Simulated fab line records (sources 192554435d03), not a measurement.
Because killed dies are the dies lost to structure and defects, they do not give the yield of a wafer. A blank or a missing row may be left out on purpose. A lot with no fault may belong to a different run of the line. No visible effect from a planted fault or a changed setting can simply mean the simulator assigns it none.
Matching of chambers + flow n5Finfet + aldSin-01 running N5_BEOL_M2_ALD_98: 4 sister chambers
The step deposits SiO2, target thk 2.5 nm, pulse time 1 s, co reactant pulse time 1 s. 4 wafers are shown with their chamber, then 11 later ones without.

EACH WAFER AND ITS CHAMBER
| wafer  | chamber | heaterPowerW (W) |
|--------|---------|------------------|
| L084.3 | 0       | 90               |
| L087.2 | 2       | 93               |
| L087.5 | 1       | 77               |
| L089.1 | 3       | 75               |

WAFERS MISSING THEIR CHAMBER
| wafer  | heaterPowerW (W) |
|--------|------------------|
| L089.5 | 76               |
| L089.6 | 72               |
| L088.1 | 92               |
| L088.4 | 73               |
| L088.5 | 79               |
| L090.1 | 73               |
| L090.3 | 93               |
| L090.5 | 73               |
| L097.1 | 78               |
| L097.2 | 73               |
| L097.3 | 93               |

EACH ONE'S CHAMBER
| wafer  | from the rows above     | in truth |
|--------|-------------------------|----------|
| L089.5 | can't be placed: 1 or 3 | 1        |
| L089.6 | can't be placed: 3 or 1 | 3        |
| L088.1 | can't be placed: 2 or 0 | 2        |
| L088.4 | can't be placed: 3 or 1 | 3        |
| L088.5 | can't be placed: 1 or 3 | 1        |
| L090.1 | can't be placed: 3 or 1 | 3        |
| L090.3 | can't be placed: 2 or 0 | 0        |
| L090.5 | can't be placed: 3 or 1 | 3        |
| L097.1 | can't be placed: 1 or 3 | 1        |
| L097.2 | can't be placed: 3 or 1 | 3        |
| L097.3 | can't be placed: 2 or 0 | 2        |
0 of 11 placed correctly. Can't be placed from these rows: 11 (the true chamber is among the candidates in 11). Number placed wrongly: 0.
How it was worked out, from the rows above alone: a wafer's distance from a chamber is the root of the sum, over the readings, of the square of ((its reading less the chamber's mean) divided by the reading's scatter). If the next closest chamber is less than 2 further off than the closest, the wafer can't be placed; otherwise it belongs to the closest. For every chamber, the mean is computed from those of its wafers that are shown. The scatter: with one shown wafer a chamber, the root of the mean of the squares of how far each hidden wafer lies from its nearest shown one.
